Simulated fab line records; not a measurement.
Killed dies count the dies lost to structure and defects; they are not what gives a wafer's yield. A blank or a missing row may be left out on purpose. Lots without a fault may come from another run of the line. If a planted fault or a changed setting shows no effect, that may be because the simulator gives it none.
fab line records	flow nandHarc
[record] lots = 24	wafers = 72	lastDay = 33
route steps=1302 shown A_CONTACT@1086 A_M1@1182
lots untouched by any fault: they come from a run of this same line in which no faults occurred
startH: the number of hours between the record's first day and the start of the first shown wafer of the lot	waitH: how many hours have passed since the lot's step before this one	" unchanged from the row above	L1.1+2: several wafers, shown together as one row	- value missing, or start not given	* or withheld: withheld	< > ~ a bound
route shown NAME@n: NAME is a module with steps in the file, n the number in the route of the first one	usual: mean/standard deviation of fault-free wafers	same: alike in all rows	chamber/n: place in a boat	sites: readings site by site	_std_site: standard deviation of those values	_edge_site: inner sites' mean taken away from outer sites' mean	radiusMm: for every site, how far away it sits from the centre of the wafer	mask NAME#n: copy n	behind: the most recent tool/chamber to have shaped the wafer	hold: cause of the lot's hold/its duration in hours/its outcome	device: the n, p or np transistor that did not switch	end of line: tests of these same wafers at the route's end	where a step has no rows: the recipe by itself	killed: dies lost to structure and defects at the first sort, not the wafer's yield	map: a wafer's dies, marking killed ones x, the rest . and places with no die _
set.NAME: the setting the step ran with; set.NAME@STEP: the setting that earlier step ran with	model.NAME: the simulator's own value behind a step, which no gauge read
a sample of lots followed through the steps of the route, with each step as a table and each wafer as a row
services: a tool's chamber out of use, with start hour (startH, from the record's first day; less than 0 if before it), hours out, and reason
[[steps]]
[step NHARC_A_CONTACT_ETCH_134]
[recipe] sourceW = withheld	pressureMtorr = 20	biasV = withheld	timeS = 140	targetDepthA = 7000	arFlowSccm = withheld	c4f8FlowSccm = withheld	o2FlowSccm = withheld	chemistry = C4F8/O2/Ar
lot.wafer	tool	chamber	startH	waitH	rfHoursCounterH
L075.4	harCapEtch-02	0	509.49	-	-
L075.3	"	1	"	"	-
L075.5	"	0	"	"	-
L074.4	harCapEtch-01	0	525.66	-	-
L074.3	"	1	"	"	-
L074.6	"	0	"	"	-
L077.1	harCapEtch-02	1	536.10	-	95
L077.4	"	0	"	"	-
L077.6	"	0	"	"	-
L078.1	harCapEtch-02	0	542.52	-	96
L078.6	"	0	"	"	-
L078.5	"	1	"	"	-
L079.1	harCapEtch-03	0	543.15	-	51
L079.2	"	1	"	"	51
L079.6	"	1	"	"	-
L076.1	harCapEtch-02	0	547.50	-	98
L076.2	"	1	"	"	98
L076.4	"	1	"	"	-
L080.1	harCapEtch-02	1	564.25	-	99
L080.4	"	0	"	"	-
L080.5	"	1	"	"	-
L082.2	harCapEtch-02	1	594.62	-	102
L082.1	"	0	"	"	102
L082.4	"	1	"	"	-
L081.2	harCapEtch-01	1	598.47	-	14
L081.3	"	1	"	"	-
L081.6	"	0	"	"	-
L083.3	harCapEtch-03	1	607.56	-	-
L083.5	"	1	"	"	-
L083.6	"	0	"	"	-
L084.4	harCapEtch-01	1	633.20	-	-
L084.6	"	0	"	"	-
L084.5	"	1	"	"	-
L086.3	harCapEtch-02	1	634.55	-	-
L086.6	"	0	"	"	-
L086.5	"	1	"	"	-
L085.1	harCapEtch-03	1	638.56	-	67
L085.3	"	1	"	"	-
L085.5	"	1	"	"	-
L087.2	harCapEtch-03	1	640.61	-	68
L087.1	"	0	"	"	68
L087.5	"	1	"	"	-
L088.3	harCapEtch-01	1	646.01	-	-
L088.4	"	0	"	"	-
L088.6	"	0	"	"	-
L089.1	harCapEtch-02	1	647.70	-	115
L089.3	"	0	"	"	-
L089.6	"	0	"	"	-
L091.3	harCapEtch-03	0	686.51	-	-
L091.6	"	0	"	"	-
L091.5	"	1	"	"	-
L090.3	harCapEtch-02	0	690.37	-	-
L090.4	"	1	"	"	-
L090.5	"	1	"	"	-
L092.1	harCapEtch-03	0	692.87	-	75
L092.3	"	0	"	"	-
L092.6	"	0	"	"	-
L093.1	harCapEtch-03	1	708.86	-	78
L093.2	"	0	"	"	78
L093.6	"	0	"	"	-
L095.2	harCapEtch-02	1	714.87	-	125
L095.4	"	1	"	"	-
L095.3	"	0	"	"	-
L094.2	harCapEtch-03	0	716.45	-	79
L094.3	"	1	"	"	-
L094.6	"	1	"	"	-
L096.1	harCapEtch-03	1	727.35	-	81
L096.2	"	0	"	"	81
L096.3	"	0	"	"	-
L097.1	harCapEtch-02	1	746.39	-	129
L097.5	"	1	"	"	-
L097.6	"	0	"	"	-
[step NHARC_A_CONTACT_ALD_18]
[recipe] targetThkA = 30	pulseTimeS = 1	aldCycles = 150	tempC = 450	material = TiN
[usual] heaterPowerW = 1099/91	precursorPulseHeightRel = 1.002/0.02
lot.wafer	tool	chamber	startH	waitH	heaterPowerW	precursorPulseHeightRel
L075.3	aldMetal-04	0	512.52	-	1197	0.994
L075.4	"	2	"	"	928	1.023
L075.5	"	3	"	"	1135	0.986
L074.4	aldMetal-02	3	528.62	-	1186	0.997
L074.3	"	1	"	"	1105	0.971
L074.6	"	3	"	"	1164	0.995
L077.4	aldMetal-02	0	539.15	-	1163	1.001
L077.1	"	1	"	"	1130	0.959
L077.6	"	0	"	"	1164	0.998
L078.1	aldMetal-01	3	545.60	-	953	1.003
L078.5	"	2	"	"	1067	1.008
L078.6	"	0	"	"	961	1.037
L079.1	aldMetal-02	3	546.14	-	1171	1.038
L079.2	"	0	"	"	1178	1.008
L079.6	"	3	"	"	1152	0.993
L076.2	aldMetal-01	3	550.54	-	971	1.022
L076.1	"	2	"	"	1086	1.003
L076.4	"	2	"	"	1072	0.977
L080.1	aldMetal-04	1	567.25	-	1129	1.017
L080.4	"	3	"	"	1159	0.968
L080.5	"	1	"	"	1125	0.999
L082.1	aldMetal-04	2	597.78	-	935	1.012
L082.2	"	3	"	"	1123	1.020
L082.4	"	3	"	"	1170	1.015
L081.2	aldMetal-01	2	601.61	-	1055	0.995
L081.3	"	0	"	"	977	0.961
L081.6	"	1	"	"	1186	1.020
L083.3	aldMetal-04	1	610.70	-	1153	1.011
L083.5	"	2	"	"	933	0.987
L083.6	"	3	"	"	1193	1.012
L084.5	aldMetal-02	0	636.19	-	1215	0.966
L084.4	"	2	"	"	1130	0.981
L084.6	"	3	"	"	1144	0.990
L086.3	aldMetal-04	0	637.81	-	1209	0.992
L086.6	"	2	"	"	913	1.014
L086.5	"	3	"	"	1161	0.991
L085.1	aldMetal-02	3	641.81	-	1142	1.005
L085.3	"	2	"	"	1100	1.001
L085.5	"	2	"	"	1067	1.015
L087.1	aldMetal-02	2	643.61	-	1071	1.009
L087.2	"	0	"	"	1186	0.985
L087.5	"	0	"	"	1224	1.010
L088.3	aldMetal-02	0	649.30	-	1197	1.009
L088.6	"	3	"	"	1167	1.017
L088.4	"	0	"	"	1190	0.990
L089.3	aldMetal-04	3	651.07	-	1172	0.996
L089.1	"	0	"	"	1206	1.002
L089.6	"	3	"	"	1157	0.974
L091.3	aldMetal-02	0	689.46	-	1208	1.013
L091.5	"	3	"	"	1099	1.014
L091.6	"	0	"	"	1195	0.996
L090.4	aldMetal-01	3	693.81	-	956	0.992
L090.3	"	2	"	"	1082	1.020
L090.5	"	3	"	"	964	1.023
L092.3	aldMetal-04	1	695.87	-	1080	1.020
L092.1	"	2	"	"	935	0.971
L092.6	"	1	"	"	1098	1.004
L093.2	aldMetal-02	2	712.37	-	1105	0.986
L093.1	"	1	"	"	1045	0.972
L093.6	"	3	"	"	1149	1.005
L095.2	aldMetal-01	2	717.89	-	964	1.010
L095.3	"	3	"	"	996	1.000
L095.4	"	1	"	"	1103	1.041
L094.2	aldMetal-04	2	719.47	-	953	0.986
L094.3	"	0	"	"	1136	1.027
L094.6	"	0	"	"	1176	1.002
L096.3	aldMetal-02	0	730.35	-	1196	0.985
L096.2	"	1	"	"	1080	1.003
L096.1	"	3	"	"	1138	0.985
L097.1	aldMetal-04	1	749.45	-	1091	1.013
L097.5	"	3	"	"	1115	0.965
L097.6	"	0	"	"	1168	1.010
[step NHARC_A_CONTACT_INSPECT_23]
[usual] rawDefectCount = 542/140
lot.wafer	tool	chamber	startH	waitH	rawDefectCount
L075.3	defectInspect-01	-	513.99	0.1	606
L075.4	"	-	"	"	636
L075.5	"	-	"	"	604
L074.3	defectInspect-02	-	530.10	0.1	475
L074.4	"	-	"	"	550
L074.6	"	-	"	"	500
L077.1	defectInspect-02	-	540.63	0.1	800
L077.4	"	-	"	"	663
L077.6	"	-	"	"	493
L078.1	defectInspect-01	-	547.11	0.1	418
L078.5	"	-	"	"	443
L078.6	"	-	"	"	509
L079.1	defectInspect-01	-	547.64	0.1	572
L079.2	"	-	"	"	679
L079.6	"	-	"	"	699
L076.1	defectInspect-02	-	552.14	0.1	537
L076.2	"	-	"	"	630
L076.4	"	-	"	"	476
L080.1	defectInspect-02	-	568.72	0.1	360
L080.4	"	-	"	"	287
L080.5	"	-	"	"	390
L082.1	defectInspect-02	-	599.31	0.1	758
L082.2	"	-	"	"	862
L082.4	"	-	"	"	767
L081.2	defectInspect-01	-	603.09	0.1	466
L081.3	"	-	"	"	536
L081.6	"	-	"	"	383
L083.3	defectInspect-02	-	612.13	0.1	473
L083.5	"	-	"	"	519
L083.6	"	-	"	"	485
L084.4	defectInspect-01	-	637.64	0.1	503
L084.5	"	-	"	"	857
L084.6	"	-	"	"	610
L086.3	defectInspect-02	-	639.25	0.1	375
L086.5	"	-	"	"	552
L086.6	"	-	"	"	508
L085.1	defectInspect-01	-	643.35	0.1	308
L085.3	"	-	"	"	479
L085.5	"	-	"	"	642
L087.1	defectInspect-02	-	645.14	0.1	324
L087.2	"	-	"	"	377
L087.5	"	-	"	"	395
L088.3	defectInspect-01	-	650.80	0.1	625
L088.4	"	-	"	"	451
L088.6	"	-	"	"	506
L089.1	defectInspect-02	-	652.54	0.1	564
L089.3	"	-	"	"	493
L089.6	"	-	"	"	402
L091.3	defectInspect-01	-	690.94	0.1	396
L091.5	"	-	"	"	506
L091.6	"	-	"	"	382
L090.3	defectInspect-01	-	695.31	0.1	528
L090.4	"	-	"	"	495
L090.5	"	-	"	"	872
L092.1	defectInspect-02	-	697.36	0.1	507
L092.3	"	-	"	"	507
L092.6	"	-	"	"	1107
L093.1	defectInspect-02	-	713.86	0.1	412
L093.2	"	-	"	"	509
L093.6	"	-	"	"	443
L095.2	defectInspect-02	-	719.39	0.1	446
L095.3	"	-	"	"	640
L095.4	"	-	"	"	410
L094.2	defectInspect-01	-	721.02	0.1	639
L094.3	"	-	"	"	477
L094.6	"	-	"	"	772
L096.1	defectInspect-01	-	731.84	0.1	627
L096.2	"	-	"	"	515
L096.3	"	-	"	"	662
L097.1	defectInspect-01	-	750.92	0.1	611
L097.5	"	-	"	"	589
L097.6	"	-	"	"	566
[step NHARC_A_M1_DESCUM_14]
[recipe] timeS = 3	o2FlowSccm = 200	arFlowSccm = 0	biasPowerW = 0	chemistry = O2
[usual] drypumpMotorCurrentA = 5.8/0.59	o2FlowSccm = 200.0/0.58	oesProductAu = 1.001/0.0081	rfVppV = 57.8/0.94	showerheadPlenumPTorr = 1.90/0.098	throttleValvePct = 11.312/0.0097
lot.wafer	tool	chamber	startH	waitH	drypumpMotorCurrentA	o2FlowSccm	oesProductAu	rfHoursCounterH	rfVppV	showerheadPlenumPTorr	throttleValvePct
L075.3	rieDiel-03	0	522.84	0.1	4.9	200.4	1.005	2.1	58.7	1.94	11.309
L075.4	"	3	"	"	6.2	200.3	1.001	2.5	58.0	1.94	11.307
L075.5	"	0	"	"	4.9	200.6	1.000	-	58.6	1.94	11.330
L074.4	rieDiel-08	0	538.76	0.1	5.7	200.2	1.005	8.2	58.0	1.98	11.312
L074.3	"	3	"	"	6.7	200.5	1.006	7.9	56.8	1.79	11.311
L074.6	"	1	"	"	5.8	200.0	1.016	-	56.3	1.78	11.322
L077.1	rieDiel-01	1	549.85	0.1	6.6	200.7	1.002	4.7	57.9	1.99	11.319
L077.4	"	2	"	"	6.1	201.0	0.991	5.8	59.0	2.07	11.324
L077.6	"	0	"	"	5.8	199.8	0.998	-	58.5	1.88	11.311
L078.1	rieDiel-01	1	556.78	0.1	6.6	199.7	1.011	4.8	57.5	1.99	11.311
L078.5	"	3	"	"	4.7	200.0	1.011	-	59.4	1.98	11.316
L078.6	"	0	"	"	5.8	200.5	0.997	-	57.5	1.88	11.314
L079.2	rieDiel-03	1	556.93	0.1	5.8	199.1	0.981	3.4	57.1	1.77	11.321
L079.1	"	3	"	"	6.2	200.5	0.998	3.5	57.9	1.94	11.310
L079.6	"	1	"	"	5.8	200.2	0.998	-	56.4	1.77	11.325
L076.2	rieDiel-08	0	561.23	0.1	5.7	200.2	0.998	0.6	57.3	1.98	11.307
L076.1	"	1	"	"	5.8	200.2	1.009	0.5	56.6	1.78	11.308
L076.4	"	2	"	"	6.0	199.5	0.992	0.7	57.9	1.77	11.323
L080.1	rieDiel-01	2	577.96	0.1	6.1	199.6	0.990	0.2	58.3	2.07	11.306
L080.4	"	0	"	"	5.8	200.3	0.989	0.3	58.8	1.88	11.295
L080.5	"	2	"	"	6.1	200.5	1.004	-	58.4	2.07	11.303
L082.2	rieDiel-03	3	608.05	0.1	6.2	199.0	0.994	7.0	57.8	1.94	11.323
L082.1	"	0	"	"	5.0	200.3	0.990	6.9	59.5	1.94	11.320
L082.4	"	2	"	"	5.3	199.5	0.988	6.8	58.3	1.99	11.329
L081.2	rieDiel-08	1	611.81	0.1	5.7	200.2	1.006	2.9	58.3	1.78	11.300
L081.3	"	2	"	"	5.9	200.7	0.997	3.0	56.2	1.77	11.323
L081.6	"	0	"	"	5.7	199.9	0.995	-	58.3	1.98	11.306
L083.3	rieDiel-08	0	620.79	0.1	5.6	199.8	1.002	3.2	57.9	1.98	11.305
L083.5	"	2	"	"	6.0	199.6	1.003	-	56.5	1.77	11.317
L083.6	"	3	"	"	6.7	199.1	1.008	-	57.5	1.78	11.316
L084.4	rieDiel-08	2	646.49	0.1	6.0	200.6	1.004	4.2	57.6	1.77	11.303
L084.5	"	0	"	"	5.6	199.5	0.989	-	57.1	1.98	11.315
L084.6	"	1	"	"	5.7	200.3	1.012	-	57.5	1.78	11.311
L086.3	rieDiel-01	3	649.25	0.1	4.7	200.2	1.000	1.7	59.0	1.98	11.308
L086.6	"	0	"	"	5.8	200.2	0.990	-	57.0	1.88	11.329
L086.5	"	1	"	"	6.6	200.1	0.997	-	58.8	1.98	11.342
L085.3	rieDiel-01	1	652.08	0.1	6.6	199.4	0.995	1.6	59.5	1.99	11.299
L085.1	"	2	"	"	6.1	199.5	1.002	1.6	57.0	2.06	11.316
L085.5	"	0	"	"	5.8	201.0	0.992	-	58.0	1.88	11.300
L087.1	rieDiel-01	3	653.85	0.1	4.7	199.5	1.002	1.8	58.5	1.98	11.324
L087.2	"	0	"	"	5.8	199.7	0.988	1.8	59.8	1.88	11.324
L087.5	"	3	"	"	4.7	198.9	1.005	-	59.2	1.98	11.303
L088.3	rieDiel-08	3	659.96	0.1	6.7	199.7	1.001	6.0	57.1	1.78	11.303
L088.4	"	1	"	"	5.8	200.2	1.012	5.8	57.2	1.77	11.293
L088.6	"	3	"	"	6.7	200.1	1.005	-	56.6	1.78	11.303
L089.1	rieDiel-08	0	661.22	0.1	5.6	198.9	1.012	6.0	58.2	1.97	11.306
L089.3	"	3	"	"	6.7	200.5	1.003	6.0	57.1	1.78	11.330
L089.6	"	0	"	"	5.6	199.3	1.011	-	58.8	1.97	11.304
L091.3	rieDiel-01	3	699.63	0.1	4.7	199.8	1.003	3.4	58.6	1.98	11.311
L091.5	"	3	"	"	4.7	199.6	1.000	-	56.9	1.98	11.293
L091.6	"	0	"	"	5.8	199.6	0.988	-	57.4	1.88	11.312
L090.4	rieDiel-08	2	704.12	0.1	6.0	199.4	0.998	8.2	57.2	1.77	11.316
L090.3	"	0	"	"	5.7	200.3	0.997	7.6	59.2	1.97	11.319
L090.5	"	1	"	"	5.8	200.3	1.000	-	56.8	1.77	11.303
L092.1	rieDiel-01	0	706.07	0.1	5.8	198.3	0.999	4.0	58.5	1.88	11.318
L092.3	"	1	"	"	6.7	200.3	0.997	3.7	59.4	1.99	11.301
L092.6	"	1	"	"	6.6	200.7	1.005	-	59.2	1.98	11.303
L093.1	rieDiel-01	0	722.60	0.1	5.8	199.9	0.998	4.8	58.0	1.88	11.314
L093.2	"	2	"	"	6.0	201.5	1.000	3.6	57.7	2.06	11.334
L093.6	"	0	"	"	5.8	200.2	1.000	-	58.5	1.88	11.314
L095.2	rieDiel-01	2	728.57	0.1	6.1	199.7	1.010	3.8	57.9	2.06	11.309
L095.3	"	0	"	"	5.8	200.0	0.996	-	58.7	1.88	11.328
L095.4	"	2	"	"	6.1	200.4	0.990	-	58.2	2.06	11.326
L094.3	rieDiel-03	1	729.69	0.1	5.8	199.3	0.996	7.1	57.7	1.77	11.321
L094.2	"	2	"	"	5.3	200.8	0.996	5.8	57.9	1.98	11.302
L094.6	"	3	"	"	6.3	200.1	0.990	-	57.6	1.94	11.310
L096.1	rieDiel-03	2	740.85	0.1	5.3	199.9	1.007	6.7	57.4	1.98	11.304
L096.2	"	0	"	"	5.0	199.7	1.004	7.7	56.6	1.94	11.311
L096.3	"	1	"	"	5.7	199.5	0.991	7.9	56.5	1.77	11.309
L097.1	rieDiel-08	2	759.53	0.1	6.0	199.8	1.011	1.2	56.7	1.77	11.306
L097.6	"	2	"	"	6.0	199.3	1.013	-	58.4	1.77	11.309
L097.5	"	3	"	"	6.7	199.9	1.005	-	57.5	1.78	11.326
[step NHARC_A_M1_ETCH_28]
[recipe] targetDepthA = 300	overEtchFrac = 0.3	timeS = 72.99	ionEnergyEv = 150	cf4FlowSccm = 50	n2FlowSccm = 100	arFlowSccm = 150	rfW = 300	biasW = 100	chemistry = CF4/N2
[usual] drypumpMotorCurrentA = 5.8/0.57	oesProductAu = 0.999/0.0069	rfVppV = 314.0/2.4	showerheadPlenumPTorr = 2.62/0.13	throttleValvePct = 19.794/0.0088
lot.wafer	tool	chamber	startH	waitH	drypumpMotorCurrentA	oesProductAu	rfHoursCounterH	rfVppV	showerheadPlenumPTorr	throttleValvePct
L075.3	rieDiel-01	0	-	-	5.8	0.997	4.2	311.8	2.58	19.789
L075.5	"	3	"	"	4.7	1.002	-	314.8	2.71	19.796
L075.4	"	2	"	"	6.1	0.994	-	317.8	2.82	19.798
L074.3	rieDiel-01	1	-	-	6.6	1.008	4.5	314.5	2.72	19.795
L074.4	"	3	"	"	4.7	1.007	4.9	315.7	2.71	19.784
L074.6	"	1	"	"	6.6	1.009	-	316.2	2.72	19.799
L077.4	rieDiel-03	0	-	-	5.0	0.996	2.9	314.4	2.66	19.791
L077.1	"	2	"	"	5.3	0.990	2.8	314.4	2.72	19.805
L077.6	"	3	"	"	6.2	1.003	-	315.8	2.67	19.802
L078.1	rieDiel-08	0	-	-	5.6	0.998	0.5	317.0	2.71	19.794
L078.5	"	2	"	"	6.0	0.998	-	311.7	2.45	19.784
L078.6	"	3	"	"	6.7	0.991	-	312.4	2.46	19.795
L079.2	rieDiel-01	1	-	-	6.7	1.010	4.9	315.9	2.72	19.795
L079.1	"	2	"	"	6.0	0.988	6.0	316.6	2.82	19.793
L079.6	"	0	"	"	5.8	0.998	-	313.4	2.58	19.789
L076.4	rieDiel-08	1	-	-	5.8	1.011	0.6	312.3	2.45	19.769
L076.1	"	2	"	"	6.0	0.991	0.8	312.4	2.45	19.779
L076.2	"	0	"	"	5.7	0.992	0.7	316.2	2.71	19.798
L080.4	rieDiel-01	1	-	-	6.6	1.010	0.3	316.4	2.72	19.807
L080.1	"	2	"	"	6.1	1.000	0.3	317.4	2.82	19.790
L080.5	"	0	"	"	5.8	0.994	-	311.7	2.58	19.788
L082.4	rieDiel-01	1	-	-	6.6	0.999	1.0	314.7	2.72	19.796
L082.1	"	2	"	"	6.1	1.001	1.0	316.7	2.82	19.797
L082.2	"	3	"	"	4.7	1.006	1.2	315.0	2.71	19.791
L081.2	rieDiel-03	2	-	-	5.3	1.000	7.3	315.7	2.72	19.790
L081.3	"	1	"	"	5.7	0.996	8.3	309.9	2.44	19.786
L081.6	"	2	"	"	5.3	1.010	-	315.2	2.72	19.801
L083.3	rieDiel-03	3	-	-	6.2	0.997	7.7	314.4	2.66	19.787
L083.6	"	1	"	"	5.8	0.990	-	311.2	2.44	19.804
L083.5	"	2	"	"	5.3	0.991	-	315.4	2.72	19.808
L084.4	rieDiel-01	0	-	-	5.8	0.990	1.6	314.6	2.58	19.804
L084.6	"	2	"	"	6.1	0.999	-	317.3	2.82	19.794
L084.5	"	3	"	"	4.7	1.004	-	315.6	2.71	19.799
L086.3	rieDiel-03	1	-	-	5.8	0.992	0.8	309.4	2.44	19.807
L086.5	"	0	"	"	5.0	0.995	-	314.5	2.66	19.799
L086.6	"	1	"	"	5.8	0.993	-	310.8	2.44	19.786
L085.3	rieDiel-08	1	-	-	5.7	1.005	5.2	310.3	2.45	19.801
L085.1	"	3	"	"	6.7	0.997	5.6	312.0	2.46	19.790
L085.5	"	1	"	"	5.8	1.000	-	311.3	2.45	19.794
L087.2	rieDiel-08	0	-	-	5.6	0.987	5.4	316.9	2.71	19.797
L087.1	"	3	"	"	6.7	1.007	5.7	310.5	2.46	19.804
L087.5	"	1	"	"	5.8	1.009	-	312.2	2.45	19.796
L088.4	rieDiel-01	1	-	-	6.6	1.006	1.8	315.1	2.72	19.801
L088.3	"	3	"	"	4.7	1.006	2.1	316.6	2.71	19.792
L088.6	"	1	"	"	6.6	0.999	-	314.8	2.72	19.793
L089.1	rieDiel-03	1	-	-	5.8	0.991	2.1	310.7	2.44	19.793
L089.3	"	2	"	"	5.3	1.001	1.4	315.8	2.72	19.800
L089.6	"	2	"	"	5.2	0.993	-	315.9	2.72	19.817
L091.3	rieDiel-01	0	-	-	5.8	0.994	3.7	314.2	2.58	19.782
L091.5	"	0	"	"	5.8	0.992	-	314.4	2.58	19.787
L091.6	"	1	"	"	6.6	1.002	-	315.5	2.72	19.798
L090.3	rieDiel-01	0	-	-	5.8	0.989	3.9	314.1	2.58	19.779
L090.4	"	1	"	"	6.6	0.999	-	316.8	2.72	19.803
L090.5	"	3	"	"	4.7	0.997	-	315.5	2.71	19.802
L092.3	rieDiel-08	1	-	-	5.8	1.009	8.0	311.7	2.44	19.790
L092.1	"	3	"	"	6.7	1.003	8.4	311.3	2.46	19.809
L092.6	"	2	"	"	6.0	1.012	-	310.1	2.44	19.797
L093.2	rieDiel-03	0	-	-	5.0	1.003	6.3	314.5	2.66	19.793
L093.1	"	3	"	"	6.3	0.997	5.1	314.9	2.66	19.796
L093.6	"	1	"	"	5.7	0.994	-	309.7	2.44	19.795
L095.3	rieDiel-03	1	-	-	5.8	0.991	7.1	311.3	2.44	19.804
L095.2	"	3	"	"	6.3	1.013	5.7	314.2	2.66	19.792
L095.4	"	0	"	"	5.0	1.001	7.0	314.6	2.66	19.802
L094.2	rieDiel-01	2	730.45	0.3	6.1	1.004	4.0	316.2	2.82	19.795
L094.3	"	1	"	"	6.7	1.010	4.5	315.3	2.72	19.778
L094.6	"	2	"	"	6.0	0.996	-	317.0	2.82	19.782
L096.2	rieDiel-08	1	-	-	5.8	1.002	0.6	310.8	2.44	19.805
L096.1	"	2	"	"	6.0	0.999	0.6	311.5	2.44	19.795
L096.3	"	3	"	"	6.7	1.002	0.5	312.3	2.46	19.791
L097.1	rieDiel-03	1	-	-	5.8	0.992	9.1	311.3	2.44	19.802
L097.5	"	1	"	"	5.8	0.992	-	311.0	2.44	19.805
L097.6	"	0	"	"	5.0	0.995	-	314.1	2.66	19.804
[step NHARC_A_M1_ANNEAL_31]
[recipe] tempC = 225	timeS = 90
[usual] wafer_temp_C_max = 225.74/0.19
lot.wafer	tool	chamber	startH	waitH	wafer_temp_C_max
L075.3	rtpAnneal-01	0	524.79	-	225.74
L075.4	"	0	"	"	225.86
L075.5	"	0	"	"	226.00
L074.3	rtpAnneal-01	0	540.61	-	225.65
L074.4	"	0	"	"	225.67
L074.6	"	0	"	"	225.88
L077.1	rtpAnneal-02	0	551.58	-	225.63
L077.4	"	0	"	"	225.76
L077.6	"	0	"	"	225.90
L078.1	rtpAnneal-02	0	558.53	-	225.71
L078.5	"	0	"	"	225.72
L078.6	"	0	"	"	225.75
L079.1	rtpAnneal-01	0	558.67	-	225.91
L079.2	"	0	"	"	226.05
L079.6	"	0	"	"	226.15
L076.1	rtpAnneal-01	0	562.98	0.3	225.82
L076.2	"	0	"	"	226.37
L076.4	"	0	"	"	225.65
L080.1	rtpAnneal-01	0	579.72	0.3	225.94
L080.4	"	0	"	"	225.76
L080.5	"	0	"	"	225.52
L082.1	rtpAnneal-01	0	609.81	0.3	225.77
L082.2	"	0	"	"	225.59
L082.4	"	0	"	"	226.02
L081.2	rtpAnneal-01	0	613.62	-	225.64
L081.3	"	0	"	"	225.88
L081.6	"	0	"	"	225.95
L083.3	rtpAnneal-01	0	622.63	-	225.49
L083.5	"	0	"	"	225.45
L083.6	"	0	"	"	225.65
L084.4	rtpAnneal-02	0	648.38	-	225.59
L084.5	"	0	"	"	225.69
L084.6	"	0	"	"	225.69
L086.3	rtpAnneal-01	0	651.08	-	225.58
L086.5	"	0	"	"	225.47
L086.6	"	0	"	"	225.68
L085.1	rtpAnneal-02	0	653.83	0.3	225.80
L085.3	"	0	"	"	225.47
L085.5	"	0	"	"	225.77
L087.1	rtpAnneal-01	0	655.60	-	225.94
L087.2	"	0	"	"	225.74
L087.5	"	0	"	"	225.88
L088.3	rtpAnneal-01	0	661.84	0.3	225.97
L088.4	"	0	"	"	225.81
L088.6	"	0	"	"	225.74
L089.1	rtpAnneal-02	0	662.97	-	226.01
L089.3	"	0	"	"	225.85
L089.6	"	0	"	"	225.82
L091.3	rtpAnneal-01	0	701.49	-	225.46
L091.5	"	0	"	"	225.65
L091.6	"	0	"	"	225.75
L090.3	rtpAnneal-01	0	706.05	-	225.75
L090.4	"	0	"	"	226.06
L090.5	"	0	"	"	225.75
L092.1	rtpAnneal-02	0	707.97	0.3	225.58
L092.3	"	0	"	"	225.44
L092.6	"	0	"	"	225.80
L093.1	rtpAnneal-02	0	724.36	-	225.77
L093.2	"	0	"	"	225.60
L093.6	"	0	"	"	225.42
L095.2	rtpAnneal-02	0	730.48	-	225.64
L095.3	"	0	"	"	225.56
L095.4	"	0	"	"	225.60
L094.2	rtpAnneal-02	0	731.65	0.4	225.44
L094.3	"	0	"	"	225.43
L094.6	"	0	"	"	225.70
L096.1	rtpAnneal-01	0	742.63	-	225.85
L096.2	"	0	"	"	225.81
L096.3	"	0	"	"	225.90
L097.1	rtpAnneal-01	0	761.37	-	225.35
L097.5	"	0	"	"	225.74
L097.6	"	0	"	"	225.72
[[services]]
tool	chamber	startH	hours	kind
rieDiel-01	1	502.91	4.8	repair
rieDiel-01	1	516.74	14.3	repair
rieDiel-01	2	526.54	5.2	repair
rieDiel-08	-	544.80	9.0	pm
rieDiel-01	-	557.87	9.0	pm
aldMetal-04	1	597.75	10.9	repair
aldMetal-02	-	610.00	10.0	pm
aldMetal-02	1	625.65	27.6	repair
rieDiel-03	-	635.30	9.0	pm
aldMetal-04	-	652.00	10.0	pm
rieDiel-08	-	690.97	0.2	repair
aldMetal-04	-	692.06	2.1	repair
aldMetal-04	1	698.83	38.1	repair
rieDiel-01	2	700.60	8.2	repair
rieDiel-08	3	709.80	1.3	repair
rieDiel-08	-	719.06	0.6	repair
rieDiel-08	-	721.80	9.0	pm
rieDiel-01	1	726.75	3.6	repair
rieDiel-01	3	728.37	3.3	repair
rieDiel-01	-	734.87	9.0	pm
rtpAnneal-02	-	744.00	12.0	pm
harCapEtch-02	-	754.00	17.0	pm
rieDiel-03	2	754.36	29.3	repair
rieDiel-08	0	761.38	6.2	repair
[[key]]
fault none
